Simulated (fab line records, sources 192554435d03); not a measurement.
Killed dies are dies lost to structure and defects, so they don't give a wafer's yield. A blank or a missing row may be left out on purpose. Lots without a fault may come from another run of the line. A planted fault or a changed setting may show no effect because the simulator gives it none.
Tool commonality check | flow n5_finfet | 9 lots, 24 wafers sampled

WHY IT WAS OPENED
At N5_BEOL_M4_RC_MEAS_101 the reading RS_NWELL is flagged on 4 of 9 lots. Wafers without a fault read 1036 ohm/sq, standard deviation 7.1.
Rule: a lot is flagged when every wafer of it that has a number lies more than 4 standard deviations from that mean, or none has a number. The other lots count as sound.

lot  | measured     | on        | RS_NWELL (ohm/sq), wafer by wafer | flag
L616 | day 8 20:34  | prober-02 | 1038 1027 1032                    |
L615 | day 8 22:50  | prober-01 | 1030 1036 1037                    |
L617 | day 9 03:59  | prober-02 | 1034 1034 1041                    |
L620 | day 9 12:34  | prober-01 | 1970 1971 1961                    | FLAGGED
L618 | day 9 19:53  | prober-02 | 1046 1036 1040                    |
L619 | day 9 22:57  | prober-02 | 1053 1049 1042                    |
L622 | day 10 08:27 | prober-02 | 1961 1986                         | FLAGGED
L623 | day 10 17:55 | prober-02 | 1920 1929                         | FLAGGED
L624 | day 10 21:43 | prober-01 | 1935 1942                         | FLAGGED
The numbers of the flagged lots are 1953 ohm/sq on average: +917 ohm/sq against the usual, or +99 or more standard deviations.

WHICH TOOL RAN EACH LOT
The record holds 3 process steps before the reading, out of a route of 1938 steps. In each cell: the tool, then ch and the chambers that the sampled wafers went through, then the start.
lot  | flag    | N5_WELL_APT_IMPLANT_14         | N5_BEOL_M4_SPUTTER_86        | N5_BEOL_M4_ANNEAL_51
L616 |         | implanter-01 ch 0, day 1 19:51 | pvd_sputter-01, day 8 18:07  | rtp_anneal-02 ch 0, day 8 19:27
L615 |         | implanter-02 ch 0, day 1 13:50 | pvd_sputter-03, day 8 19:45  | rtp_anneal-01 ch 0, day 8 21:32
L617 |         | implanter-02 ch 0, day 2 02:00 | pvd_sputter-01, day 9 01:46  | rtp_anneal-01 ch 0, day 9 03:04
L620 | FLAGGED | implanter-01 ch 0, day 2 20:40 | pvd_sputter-03, day 9 10:19  | rtp_anneal-02 ch 0, day 9 11:36
L618 |         | implanter-01 ch 0, day 2 07:53 | pvd_sputter-01, day 9 17:32  | rtp_anneal-01 ch 0, day 9 18:55
L619 |         | implanter-02 ch 0, day 2 14:04 | pvd_sputter-01, day 9 20:23  | rtp_anneal-02 ch 0, day 9 21:56
L622 | FLAGGED | implanter-01 ch 0, day 3 08:06 | pvd_sputter-01, day 10 05:52 | rtp_anneal-01 ch 0, day 10 07:15
L623 | FLAGGED | implanter-02 ch 0, day 3 14:25 | pvd_sputter-02, day 10 14:48 | rtp_anneal-01 ch 0, day 10 16:19
L624 | FLAGGED | implanter-01 ch 0, day 3 19:56 | pvd_sputter-02, day 10 18:56 | rtp_anneal-02 ch 0, day 10 20:16
What these steps do:
- N5_WELL_APT_IMPLANT_14
- N5_BEOL_M4_SPUTTER_86: material Cu, target thk 4.5 nm, time 8.29 s.
- N5_BEOL_M4_ANNEAL_51: time 90 s.
- N5_BEOL_M4_RC_MEAS_101

FLAGGED OVER TOTAL, TOOL BY TOOL (the gauges that took the reading come last)
step                   | tool           | lots run | flagged | share of the flagged lots | sound lots run after its first flagged lot
N5_WELL_APT_IMPLANT_14 | implanter-01   | 5        | 3       | some                      | 0
N5_WELL_APT_IMPLANT_14 | implanter-02   | 4        | 1       | some                      | 0
N5_BEOL_M4_SPUTTER_86  | pvd_sputter-01 | 5        | 1       | some                      | 0
N5_BEOL_M4_SPUTTER_86  | pvd_sputter-02 | 2        | 2       | some                      | 0
N5_BEOL_M4_SPUTTER_86  | pvd_sputter-03 | 2        | 1       | some                      | 0
N5_BEOL_M4_ANNEAL_51   | rtp_anneal-01  | 5        | 2       | some                      | 0
N5_BEOL_M4_ANNEAL_51   | rtp_anneal-02  | 4        | 2       | some                      | 1 (L619)
N5_BEOL_M4_RC_MEAS_101 | prober-01      | 3        | 2       | some                      | 0
N5_BEOL_M4_RC_MEAS_101 | prober-02      | 6        | 2       | some                      | 0

WHAT THE TABLE ALLOWS
No row of the table ran every flagged lot.

WHAT THE SIMULATOR HAD PUT IN
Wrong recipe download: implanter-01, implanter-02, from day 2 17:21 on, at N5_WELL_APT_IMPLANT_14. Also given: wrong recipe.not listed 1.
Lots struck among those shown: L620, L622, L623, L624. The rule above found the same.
